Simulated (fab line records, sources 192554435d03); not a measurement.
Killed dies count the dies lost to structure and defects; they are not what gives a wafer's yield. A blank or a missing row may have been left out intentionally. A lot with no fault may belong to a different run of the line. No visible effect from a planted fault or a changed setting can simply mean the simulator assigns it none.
fab line records -- flow n5Finfet
record: lots: 5, wafers: 12, lastDay: 19
route steps=1938 shown BEOL_M12@1647 BEOL_M13@1659 PASSIVATION@1936
lots that met no fault: taken from a fault-free run of the same line
startH: the number of hours between the record's first day and the start of the first shown wafer of the lot -- waitH: how many hours have passed since the lot's step before this one -- " repeats the value in the row above -- L1.1+2: a row that stands for several wafers -- - either no value or no given start -- * or withheld: withheld -- < > ~ a bound
route shown NAME@n: names a module that has steps shown in the file, with the first one's number in the route -- usual: the fault-free wafers' mean and standard deviation -- same: alike in all rows -- chamber/n: place in a boat -- sites: each site's reading -- _std_site: standard deviation across them -- _edge_site: mean of outer sites minus mean of inner sites -- radiusMm: for every site, how far away it sits from the centre of the wafer -- mask NAME#n: copy n -- behind: the most recent tool/chamber to have shaped the wafer -- hold: why the lot was held/for how many hours/how that ended -- device: names the non-switching transistor (n, p or np) -- end of line: the tests these same wafers got at the end of their route -- for a step that has no rows: nothing shown but its recipe -- killed: the dies lost at the first sort to structure and to defects; this is not the yield of the wafer -- map: a wafer's dies, x killed, . not, _ none there
set.NAME: the run value of the setting; set.NAME@STEP: its run value at that earlier step -- model.NAME: the simulator's own value behind a step, which no gauge read
a table for each step, a row for each wafer; lots at some steps of the route
services: when a tool's chamber went out of use (startH, in hours from the record's first day, below 0 if earlier), for how many hours, and the reason
== steps ==
step: N5_BEOL_M12_PRE_CLEAN_42
recipe: gas: H2/He, timeS: 30, tempC: 250
step: N5_BEOL_M12_SPUTTER_43
recipe: material: TaN, targetThkA: 150, tempC: 50, biasV: 168.6, powerW: 15000, chamberPressurePa: 0.12, timeS: 24.19
step: N5_BEOL_M12_SPUTTER_44
recipe: material: Ta, targetThkA: 100, tempC: 50, biasV: 80, powerW: 15000, chamberPressurePa: 0.07, timeS: 16.13
step: N5_BEOL_M12_SPUTTER_45
recipe: material: Cu, targetThkA: 800, tempC: -20, biasV: 60, powerW: 26000, chamberPressurePa: 0.13, timeS: 13.33
step: N5_BEOL_M12_ECD_47
recipe: material: Cu, targetThkA: 7200
step: N5_BEOL_M12_ANNEAL_48
recipe: tempC: 225, timeS: 90, ambient: N2
step: N5_BEOL_M12_CMP_49
recipe: stopOn: SiOC, tOverpolishS: 20.6, downForcePsi: 1, platenRpm: 50, clearingPlatenDownForcePsi: 1.5, clearingPlatenRpm: 50, postCmpClean: cuAlkaline, targetThkNm: 320, clearingPlatenPadVelocityMS: 0.99484, padVelocityMS: 0.99484
step: N5_BEOL_M12_PRE_CLEAN_52
recipe: gas: NH3, timeS: 15, tempC: withheld, rfPowerW: 300
step: N5_BEOL_M12_DEP_53
recipe: material: SiCN, targetThkA: 300, tempC: withheld, precursor: 3MS/NH3, pressureTorr: 3, rfW: 675, timeS: 10.5
step: N5_BEOL_M13_ILD_DEP_00
recipe: material: SiOC, targetThkA: 8379.2, tempC: 350, precursor: DEMS/O2, pressureTorr: 5, rfW: 500, timeS: 166.4
usual: heaterPowerW: 493/71, runLengthS: 211.3/0.47, showerheadPlenumPTorr: 5.698/0.017, throttleValvePct: 11.9/0.57
lot.wafer,tool,chamber,startH,waitH,heaterPowerW,runLengthS,showerheadPlenumPTorr,throttleValvePct,model.SiOC_of_BEOL_M13_ILD_DEP_00.thkNm
L834.3,pecvd-04,2,355.10,0.0,569,210.9,5.663,11.1,823.6
L834.5,pecvd-04,2,355.10,0.0,611,211.0,5.678,11.0,850.2
L834.6,pecvd-04,1,355.10,0.0,402,211.8,5.709,13.4,843.4
L836.3,pecvd-04,0,387.88,0.1,484,210.9,5.670,11.9,856.6
L836.6,pecvd-04,2,387.88,0.1,627,238.6,5.675,11.3,971
L840.3,pecvd-04,0,398.29,0.1,616,211.6,5.676,11.6,869.4
L840.6,pecvd-04,2,398.29,0.1,627,238.2,5.678,11.1,987.4
L841.2,pecvd-02,0,405.18,0.0,554,211.8,5.715,12.1,831
L841.3,pecvd-02,2,405.18,0.0,539,210.8,5.717,11.6,823
L841.4,pecvd-02,1,405.18,0.0,418,212.1,5.699,12.7,851.4
L842.1,pecvd-04,1,418.80,0.0,451,211.3,5.694,10.7,843.2
L842.2,pecvd-04,0,418.80,0.0,603,238.1,5.675,11.8,976.6
step: N5_BEOL_M13_THK_MEAS_01
recipe: reads: SiOC_of_BEOL_M13_ILD_DEP_00
usual: M13_ILD_THK: 845/11
lot.wafer,tool,chamber,startH,waitH,M13_ILD_THK[nm]
L834.3,filmMetro-02,-,355.25,0.1,823
L834.5,filmMetro-02,-,355.25,0.1,851
L834.6,filmMetro-02,-,355.25,0.1,843
L836.3,filmMetro-01,-,388.03,0.1,857
L836.6,filmMetro-01,-,388.03,0.1,971
L840.3,filmMetro-01,-,398.44,0.1,869
L840.6,filmMetro-01,-,398.44,0.1,987
L841.2,filmMetro-02,-,405.33,0.1,831
L841.3,filmMetro-02,-,405.33,0.1,823
L841.4,filmMetro-02,-,405.33,0.1,851
L842.1,filmMetro-02,-,418.95,0.1,843
L842.2,filmMetro-02,-,418.95,0.1,976
step: N5_BEOL_M13_COAT_58
recipe: resist: BARC, tempC: 205, timeS: 60, spinRpm: 1500, resistThkNm: 89
step: N5_BEOL_M13_COAT_04
recipe: spinRpm: 1625, resistThkNm: 400
step: N5_BEOL_M13_EBR_06
recipe: solvent: PGMEA, ebrWidthMm: 1.5
step: N5_BEOL_M13_SOFTBAKE_05
recipe: tempC: 130, timeS: 60
step: N5_BEOL_M13_EXPOSE_07
recipe: maskId: V12, na: 0.93, sourceShape: conventional, sigmaOuter: 0.6, polarization: unpolarized, attpsmPhaseDeg: 180, doseMj: 24.8
step: N5_BEOL_M13_PEB_08
recipe: pebTempC: 130, pebTimeS: 90
step: N5_BEOL_M13_DEVELOP_09
recipe: developTimeS: 45, rinseLiquid: diw, dry: airSpin, devTempC: 21
step: N5_BEOL_M13_HARDBAKE_14
recipe: tempC: 130, timeS: 120
step: N5_BEOL_M13_DESCUM_15
recipe: chemistry: O2, timeS: 7.9, sourcePowerW: 50, biasPowerW: 20, pressureMtorr: 20, rfFrequencyHz: 2.712e+07, tempC: 40, o2FlowSccm: 225
step: N5_BEOL_M13_ETCH_59
recipe: chemistry: N2/H2, target: BARC, targetDepthA: 890, overetchA: 267, timeS: 67.9, ionEnergyEv: 200, pressureMtorr: 30, sourceW: 840, biasW: 150, n2FlowSccm: 200, h2FlowSccm: 200
step: N5_BEOL_M13_VIA_ETCH_16
recipe: chemistry: C4F8/O2/Ar, target: SiOC, pressureMtorr: 30, sourceW: 3000, biasW: 700, Ar_flow_sccm: 400, C4F8_flow_sccm: 15, O2_flow_sccm: 8, heInnerTorr: 15, heOuterTorr: 30, targetDepthA: 9217, timeS: withheld, ionEnergyEv: 250, ends: cleared
usual: drypumpMotorCurrentA: 5.77/0.28, oesProductAu: 0.70/0.071, rfVppV: 665/3.2, showerheadPlenumPTorr: 3.39/0.12, throttleValvePct: 24.19/0.23
lot.wafer,tool,chamber,startH,waitH,drypumpMotorCurrentA,oesProductAu,rfVppV,showerheadPlenumPTorr,throttleValvePct,model.etch.depthNm,model.coat_of_BEOL_M13_COAT_04.thkNm
L834.3,rieDiel-05,1,355.85,0.0,5.15,0.61,662,3.23,24.46,823.6,76
L834.5,rieDiel-05,2,355.85,0.0,5.65,0.85,665,3.34,24.22,850.2,70
L834.6,rieDiel-05,1,355.85,0.0,5.14,0.61,661,3.23,24.45,843.3,71
L836.3,rieDiel-05,2,388.54,0.0,5.64,0.82,663,3.34,24.25,856.6,68
L836.6,rieDiel-05,0,388.54,0.0,5.80,0.63,665,3.35,24.26,971,32.4
L840.3,rieDiel-05,2,399.05,0.0,5.67,0.81,664,3.34,24.22,869.5,62.4
L840.6,rieDiel-05,2,399.05,0.0,5.65,0.82,664,3.34,24.22,987.4,27
L841.2,rieDiel-06,2,406.24,0.0,6.01,0.63,661,3.25,24.25,831,72.2
L841.3,rieDiel-06,3,406.24,0.0,5.42,0.69,671,3.58,24.40,823,75.8
L841.4,rieDiel-06,1,406.24,0.0,6.27,0.84,673,3.62,23.61,851.3,64.4
L842.1,rieDiel-01,0,419.55,0.0,5.67,0.68,663,3.31,23.87,843.3,69.2
L842.2,rieDiel-01,1,419.55,0.0,6.11,0.69,666,3.45,24.41,976.6,30.2
step: N5_BEOL_M13_STRIP_63
recipe: chemistry: N2/H2, powerW: 1000, tempC: 250, h2Frac: 0.65, overashFraction: 0.3, pressureMtorr: 1000, n2FlowSccm: 1750, h2FlowSccm: 3250
usual: drypumpMotorCurrentA: 5.8/0.36, heaterPowerW: 326/24, oesProductAu: 0.673/0.0055, stripTimeToEndpointS: 27.2/1.1
lot.wafer,tool,chamber,startH,waitH,drypumpMotorCurrentA,heaterPowerW,oesProductAu,rfHoursCounterH,stripTimeToEndpointS
L834.3,plasmaAsher-02,0,356.11,-,6.0,371,0.675,-,29.4
L834.5,plasmaAsher-02,0,356.11,-,6.0,362,0.670,-,27.7
L834.6,plasmaAsher-02,1,356.11,-,5.5,299,0.676,-,28.0
L836.3,plasmaAsher-01,1,388.79,-,5.4,343,0.662,-,27.1
L836.6,plasmaAsher-01,1,388.79,-,5.4,338,0.647,-,15.9
L840.3,plasmaAsher-02,0,399.30,-,6.0,360,0.670,-,25.4
L840.6,plasmaAsher-02,0,399.30,-,6.0,363,0.632,-,14.0
L841.2,plasmaAsher-01,0,406.48,-,6.2,304,0.672,149,28.3
L841.3,plasmaAsher-01,0,406.48,-,6.2,312,0.671,-,29.3
L841.4,plasmaAsher-01,1,406.48,-,5.4,342,0.663,-,26.0
L842.1,plasmaAsher-01,1,419.79,-,5.4,341,0.670,152,27.4
L842.2,plasmaAsher-01,0,419.79,-,6.2,305,0.653,152,15.2
step: N5_BEOL_M13_STRIP_64
recipe: chemistry: N2/H2, powerW: 1000, tempC: 250, h2Frac: 0.65, overashFraction: 0.3, pressureMtorr: withheld, n2FlowSccm: 1750, h2FlowSccm: 3250
step: N5_BEOL_M13_STRIP_71
recipe: chemistry: postEtchResidueRemover, timeS: 60, tempC: 25, removerPh: withheld, removerWaterWtPct: withheld, removerFluorideWtPct: withheld
step: N5_BEOL_M13_SRD_72
recipe: timeS: 30, tempC: 23, rinseLiquid: diw, dry: n2Spin, spinRpm: 1500, dryTimeS: 30
step: N5_BEOL_M13_COAT_65
recipe: resist: SOC, tempC: 250, timeS: 60, spinRpm: 1500, resistThkNm: 350
step: N5_BEOL_M13_COAT_66
recipe: resist: SiARC, tempC: 220, timeS: 60, spinRpm: 1500, resistThkNm: 110
step: N5_BEOL_M13_COAT_22
recipe: spinRpm: 2888, resistThkNm: 300
step: N5_BEOL_M13_EBR_24
recipe: solvent: PGMEA, ebrWidthMm: 1.5
step: N5_BEOL_M13_SOFTBAKE_23
recipe: tempC: 130, timeS: 60
step: N5_BEOL_M13_EXPOSE_25
recipe: maskId: M13, na: 0.93, sourceShape: conventional, sigmaOuter: 0.4, polarization: unpolarized, targetCdNm: 210, doseMj: 22
step: N5_BEOL_M13_PEB_26
recipe: pebTempC: 130, pebTimeS: 90
step: N5_BEOL_M13_DEVELOP_27
recipe: developTimeS: 45, rinseLiquid: diw, dry: airSpin, devTempC: 21
step: N5_BEOL_M13_HARDBAKE_32
recipe: tempC: 130, timeS: 120
step: N5_BEOL_M13_CMP_49
recipe: stopOn: SiOC, tOverpolishS: 17.1, downForcePsi: 1, platenRpm: 50, clearingPlatenDownForcePsi: 1.5, clearingPlatenRpm: 50, postCmpClean: cuAlkaline, targetThkNm: 420, clearingPlatenPadVelocityMS: 0.99484, padVelocityMS: 0.99484
usual: headPressurePsi: 1.0003/0.0024, motorCurrentA: 6.1/0.52
lot.wafer,tool,chamber,startH,waitH,headPressurePsi,motorCurrentA,model.SiOC_of_BEOL_M13_ILD_DEP_00.thkNm
L834.3,cmp-03,0,363.21,0.2,1.0001,6.7,765.8
L834.6,cmp-03,2,363.21,0.2,1.0000,5.1,785.6
L834.5,cmp-03,3,363.21,0.2,1.0039,5.9,794
L836.3,cmp-04,3,394.30,0.2,0.9999,5.5,799.4
L836.6,cmp-04,3,394.30,0.2,0.9985,5.9,913.4
L840.3,cmp-04,2,403.48,0.2,1.0000,6.4,810.8
L840.6,cmp-04,2,403.48,0.2,0.9972,6.8,930
L841.2,cmp-04,1,411.18,0.2,0.9990,6.3,771.2
L841.3,cmp-04,3,411.18,0.2,1.0006,5.8,765.8
L841.4,cmp-04,0,411.18,0.2,1.0026,6.5,795
L842.2,cmp-04,2,423.56,0.2,0.9978,6.2,921.2
L842.1,cmp-04,3,423.56,0.2,0.9990,5.6,786
step: N5_PASSIVATION_PROBE_49
usual: defectLimitedYield: 91.2/1.4, killed_at_M0_to_M3: 34/9.3, killed_at_M4_up: 14/5.9, killedAtContacts: 14/5.7, killedAtFrontEnd: 38/10, killedAtOther: 4/3.2, killedDies: 104/17, killedOpen: 67/13, killedShort: 33/6.9, sort_bin_4_leakage: 0/3.6, sort_bin_5_function: 5.2/1, sort_bin_6_memory: 3.3/0.61, sortNPass: 1069/52, sortYieldPct: 91/4.4
same: grossDies: 1180, killedAtBackSide: 0, sort_bin_8_speed[%]: 0
lot.wafer,tool,chamber,startH,waitH,defectLimitedYield[%],killed_at_M0_to_M3,killed_at_M4_up,killedAtContacts,killedAtFrontEnd,killedAtOther,killedDies,killedOpen,killedShort,sort_bin_4_leakage[%],sort_bin_5_function[%],sort_bin_6_memory[%],sortNPass,sortYieldPct[%]
L834.3,prober-01,-,392.31,0.1,88.3,23,28,20,62,5,138,91,41,0,7.1,4.2,1042,88
L834.5,prober-01,-,392.41,0.2,89.0,45,13,20,39,13,130,84,36,0,6.4,4.4,1050,89
L834.6,prober-01,-,392.46,0.3,86.7,46,17,17,70,7,157,100,48,0,6.9,6.2,1023,87
L842.1,prober-01,-,461.84,0.8,90.4,33,13,16,45,6,113,78,27,0,5.5,3.6,1067,90
L842.2,prober-01,-,461.89,0.8,92.5,41,8,10,26,4,89,58,29,0,4.5,2.7,1091,92
killed by level:class
L834.3 STI_FIN_REVEAL:geometricParticle:open=18 MOL_CONTACT_COAG:geometricParticle:open=17 BEOL_M4:geometricParticle:open=13 FIN_SAQP:geometricParticle:short=7 FIN_SAQP:geometricParticle:open=7 ILD0:geometricParticle:short=7 ILD0:geometricParticle:open=6 STI_FIN_REVEAL:geometricParticle:short=5
L834.5 MOL_CONTACT_COAG:geometricParticle:open=15 STI_FIN_REVEAL:geometricParticle:open=10 BEOL_M0_SAQP:geometricParticle:open=10 BEOL_M1:geometricParticle:open=9 PASSIVATION:areaEtch=9 BEOL_M3:geometricParticle:open=8 STI_FIN_REVEAL:geometricParticle:short=7 BEOL_M0_SAQP:geometricParticle:short=7
L834.6 STI_FIN_REVEAL:geometricParticle:open=21 FIN_SAQP:geometricParticle:open=14 FIN_SAQP:geometricParticle:short=12 BEOL_M1:geometricParticle:open=10 BEOL_M3:geometricParticle:open=10 MOL_CONTACT_COAG:geometricParticle:open=9 BEOL_M0_SAQP:geometricParticle:short=9 MOL_CONTACT_COAG:geometricParticle:short=8
L842.1 FIN_SAQP:geometricParticle:open=17 BEOL_M2:geometricParticle:open=12 MOL_CONTACT_COAG:geometricParticle:open=12 DUMMY_GATE:geometricParticle:open=7 STI_FIN_REVEAL:geometricParticle:open=5 BEOL_M0_SAQP:geometricParticle:short=5 BEOL_M0_SAQP:geometricParticle:open=5 PASSIVATION:areaEtch=5
L842.2 FIN_SAQP:geometricParticle:open=10 MOL_CONTACT_COAG:geometricParticle:open=10 BEOL_M2:geometricParticle:open=10 BEOL_M0_SAQP:geometricParticle:short=8 BEOL_M0_SAQP:geometricParticle:open=6 BEOL_M1:geometricParticle:open=6 FIN_SAQP:geometricParticle:short=3 GATE_CUT:geometricParticle:open=3
== services ==
tool,chamber,startH,hours,kind
rieDiel-06,1,338.94,-,clean
rieDiel-06,1,338.94,-,consumableReplace:focusRing
rieDiel-06,1,338.94,-,consumableReplace:showerhead
rieDiel-06,1,338.94,19.4,scheduledDown
rieDiel-05,2,344.91,8.1,repair
rieDiel-01,1,352.91,9.1,repair
rieDiel-01,0,360.33,9.2,repair
pecvd-04,-,363.16,6.0,pm
pecvd-04,1,383.62,-,clean
pecvd-04,1,383.62,-,consumableReplace:showerhead
pecvd-04,1,383.62,29.0,scheduledDown
pecvd-04,1,383.62,29.0,ventCycle
cmp-04,-,398.73,4.0,pm
pecvd-04,0,401.69,5.5,scheduledDown
cmp-03,-,402.42,5.8,repair
cmp-04,-,402.73,-,consumableReplace:conditioner
cmp-04,-,402.73,-,consumableReplace:pad
plasmaAsher-02,-,404.44,3.8,repair
rieDiel-05,0,405.95,-,clean
rieDiel-05,0,405.95,-,consumableReplace:focusRing
rieDiel-05,0,405.95,18.7,scheduledDown
rieDiel-05,0,405.95,18.7,ventCycle
cmp-04,-,412.49,6.0,pm
plasmaAsher-02,-,422.69,15.6,pm
== key ==
firstSign: step: N5_BEOL_M13_ILD_DEP_00, reading: runLengthS, direction: up, sigmas: 57, usual: *, struck: *
effect: step: N5_BEOL_M13_THK_MEAS_01, reading: M13_ILD_THK, direction: up, sigmas: 12, usual: 845, struck: 978
effect: step: N5_BEOL_M13_STRIP_63, reading: stripTimeToEndpointS, direction: down, sigmas: 11, usual: *, struck: *
modelEffect: step: N5_BEOL_M13_ILD_DEP_00, value: SiOC_of_BEOL_M13_ILD_DEP_00.thkNm, without: 841.5, struck: 978.3
modelEffect: step: N5_BEOL_M13_VIA_ETCH_16, value: etch.depthNm, without: 841.5, struck: 978.3
modelEffect: step: N5_BEOL_M13_CMP_49, value: SiOC_of_BEOL_M13_ILD_DEP_00.thkNm, without: 784.7, struck: 921.5
metAt N5_BEOL_M13_ILD_DEP_00
struckWafers L836.6,L840.6,L842.2
onsetBetween 355.10 387.88
fault: kind: processParameterDrift, tool: pecvd-04, chamber: -, onsetH: 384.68, steps: N5_BEOL_M13_ILD_DEP_00, channel: timeS, offset: *, shape: step, endH: 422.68, scope: struckWafersOnly, actsIn: *, stated: *
